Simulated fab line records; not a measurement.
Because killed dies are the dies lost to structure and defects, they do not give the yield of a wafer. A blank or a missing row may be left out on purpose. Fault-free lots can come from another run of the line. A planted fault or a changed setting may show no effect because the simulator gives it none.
Which of the tools did it? :: flow nand_harc :: 24 lots with 72 wafers sampled at 2 steps, on a route of 1159 steps

WHAT THE GAUGES SHOWED, per wafer
NHARC_A_CONTACT_INSPECT_71. Usual: raw_defect_count 30, standard deviation 13.
lot: L074
measured: day 16 12:44
on: defect_inspect-01
raw_defect_count: 14 17 19
flag: 

lot: L075
measured: day 16 22:19
on: defect_inspect-01
raw_defect_count: 26 19 24
flag: 

lot: L076
measured: day 16 23:07
on: defect_inspect-01
raw_defect_count: 18 21 20
flag: 

lot: L077
measured: day 17 05:35
on: defect_inspect-01
raw_defect_count: 19 22 11
flag: 

lot: L078
measured: day 17 04:59
on: defect_inspect-01
raw_defect_count: 28 18 22
flag: 

lot: L079
measured: day 18 01:37
on: defect_inspect-01
raw_defect_count: 35 35 29
flag: 

lot: L080
measured: day 18 12:46
on: defect_inspect-01
raw_defect_count: 37 46 32
flag: 

lot: L081
measured: day 18 16:56
on: defect_inspect-01
raw_defect_count: 12 12 7
flag: 

lot: L082
measured: day 18 19:35
on: defect_inspect-01
raw_defect_count: 53 55 41
flag: 

lot: L083
measured: day 18 21:46
on: defect_inspect-01
raw_defect_count: 16 17 8
flag: 

lot: L085
measured: day 19 10:31
on: defect_inspect-02
raw_defect_count: 29 26 35
flag: 

lot: L086
measured: day 19 14:59
on: defect_inspect-02
raw_defect_count: 24 25 32
flag: 

lot: L087
measured: day 19 16:49
on: defect_inspect-02
raw_defect_count: 62 46 37
flag: 

lot: L089
measured: day 19 21:50
on: defect_inspect-01
raw_defect_count: 47 51 46
flag: 

lot: L084
measured: day 19 22:26
on: defect_inspect-01
raw_defect_count: 25 29 33
flag: 

lot: L088
measured: day 20 08:20
on: defect_inspect-02
raw_defect_count: 12 12 8
flag: 

lot: L090
measured: day 20 11:52
on: defect_inspect-01
raw_defect_count: 31 31 25
flag: 

lot: L091
measured: day 21 00:04
on: defect_inspect-01
raw_defect_count: 33 33 35
flag: 

lot: L093
measured: day 21 02:23
on: defect_inspect-01
raw_defect_count: 35 40 38
flag: 

lot: L094
measured: day 21 07:32
on: defect_inspect-02
raw_defect_count: 39 33 28
flag: 

lot: L092
measured: day 21 14:11
on: defect_inspect-02
raw_defect_count: 63 58 56
flag: 

lot: L097
measured: day 22 07:58
on: defect_inspect-01
raw_defect_count: 36 44 49
flag: 

lot: L095
measured: day 22 10:56
on: defect_inspect-01
raw_defect_count: 14 17 14
flag: 

lot: L096
measured: day 22 13:13
on: defect_inspect-02
raw_defect_count: 43 40 48
flag: 

WHICH TOOL RAN EACH LOT (tool, then ch and the chambers of the sampled wafers, then the start)
lot: L074
NHARC_A_CONTACT_DEP_57: acl_dep-03 ch 0, day 16 10:26

lot: L075
NHARC_A_CONTACT_DEP_57: acl_dep-01 ch 0, day 16 19:43

lot: L076
NHARC_A_CONTACT_DEP_57: acl_dep-03 ch 0, day 16 20:46

lot: L077
NHARC_A_CONTACT_DEP_57: acl_dep-03 ch 0, day 17 02:41

lot: L078
NHARC_A_CONTACT_DEP_57: acl_dep-02 ch 0, day 17 02:53

lot: L079
NHARC_A_CONTACT_DEP_57: acl_dep-01 ch 0, day 17 23:09

lot: L080
NHARC_A_CONTACT_DEP_57: acl_dep-03 ch 0, day 18 10:12

lot: L081
NHARC_A_CONTACT_DEP_57: acl_dep-03 ch 0, day 18 15:13

lot: L082
NHARC_A_CONTACT_DEP_57: acl_dep-01 ch 0, day 18 17:29

lot: L083
NHARC_A_CONTACT_DEP_57: acl_dep-01 ch 0, day 18 19:26

lot: L085
NHARC_A_CONTACT_DEP_57: acl_dep-03 ch 0, day 19 07:56

lot: L086
NHARC_A_CONTACT_DEP_57: acl_dep-01 ch 0, day 19 12:25

lot: L087
NHARC_A_CONTACT_DEP_57: acl_dep-03 ch 0, day 19 14:18

lot: L089
NHARC_A_CONTACT_DEP_57: acl_dep-01 ch 0, day 19 19:56

lot: L084
NHARC_A_CONTACT_DEP_57: acl_dep-03 ch 0, day 19 20:08

lot: L088
NHARC_A_CONTACT_DEP_57: acl_dep-01 ch 0, day 20 05:43

lot: L090
NHARC_A_CONTACT_DEP_57: acl_dep-02 ch 0, day 20 09:26

lot: L091
NHARC_A_CONTACT_DEP_57: acl_dep-02 ch 0, day 20 22:28

lot: L093
NHARC_A_CONTACT_DEP_57: acl_dep-03 ch 0, day 20 23:55

lot: L094
NHARC_A_CONTACT_DEP_57: acl_dep-03 ch 0, day 21 04:50

lot: L092
NHARC_A_CONTACT_DEP_57: acl_dep-01 ch 0, day 21 11:35

lot: L097
NHARC_A_CONTACT_DEP_57: acl_dep-01 ch 0, day 22 05:38

lot: L095
NHARC_A_CONTACT_DEP_57: acl_dep-03 ch 0, day 22 08:44

lot: L096
NHARC_A_CONTACT_DEP_57: acl_dep-02 ch 0, day 22 10:37
- NHARC_A_CONTACT_DEP_57: deposits aC, target thk 2800 nm.

AS READ BY THE TOOLS THEMSELVES (means over the sampled wafers that have a number; for cases with no such wafer, the mark the record gives instead)
NHARC_A_CONTACT_DEP_57. Usual: throttle_valve_pct 35.001 %, standard deviation 0.0087.
lot: L074
tool: acl_dep-03
throttle_valve_pct (%): 35.003
flag: 

lot: L075
tool: acl_dep-01
throttle_valve_pct (%): 34.998
flag: 

lot: L076
tool: acl_dep-03
throttle_valve_pct (%): 34.995
flag: 

lot: L077
tool: acl_dep-03
throttle_valve_pct (%): 35.003
flag: 

lot: L078
tool: acl_dep-02
throttle_valve_pct (%): 35.005
flag: 

lot: L079
tool: acl_dep-01
throttle_valve_pct (%): 34.993
flag: 

lot: L080
tool: acl_dep-03
throttle_valve_pct (%): 35.001
flag: 

lot: L081
tool: acl_dep-03
throttle_valve_pct (%): 34.998
flag: 

lot: L082
tool: acl_dep-01
throttle_valve_pct (%): 35.004
flag: 

lot: L083
tool: acl_dep-01
throttle_valve_pct (%): 34.995
flag: 

lot: L085
tool: acl_dep-03
throttle_valve_pct (%): 34.999
flag: 

lot: L086
tool: acl_dep-01
throttle_valve_pct (%): 34.993
flag: 

lot: L087
tool: acl_dep-03
throttle_valve_pct (%): 34.998
flag: 

lot: L089
tool: acl_dep-01
throttle_valve_pct (%): 34.996
flag: 

lot: L084
tool: acl_dep-03
throttle_valve_pct (%): 34.996
flag: 

lot: L088
tool: acl_dep-01
throttle_valve_pct (%): 34.997
flag: 

lot: L090
tool: acl_dep-02
throttle_valve_pct (%): 35.005
flag: 

lot: L091
tool: acl_dep-02
throttle_valve_pct (%): 34.998
flag: 

lot: L093
tool: acl_dep-03
throttle_valve_pct (%): 35.000
flag: 

lot: L094
tool: acl_dep-03
throttle_valve_pct (%): 34.998
flag: 

lot: L092
tool: acl_dep-01
throttle_valve_pct (%): 34.992
flag: 

lot: L097
tool: acl_dep-01
throttle_valve_pct (%): 34.999
flag: 

lot: L095
tool: acl_dep-03
throttle_valve_pct (%): 35.004
flag: 

lot: L096
tool: acl_dep-02
throttle_valve_pct (%): 34.995
flag: 

THE ANSWER, worked out from the rows above alone
Rule: lot off if the mean of its wafers having a number is beyond 3 standard deviations from the usual mean. A lot without any number at a reading at which 4 lots or more have one is off too. Where the step has rows for the other lots, those lots are counted as sound. After the gauges, taken in route order, come the tools' own readings; for these a lot's mean is taken, as printed above. The first step at which some lot is off is used, and at that step the reading that is off furthest; a lot without a number counts as furthest.
No lot is off at any reading shown: from this, nothing can be told.

WHAT WAS PUT IN BY THE SIMULATOR
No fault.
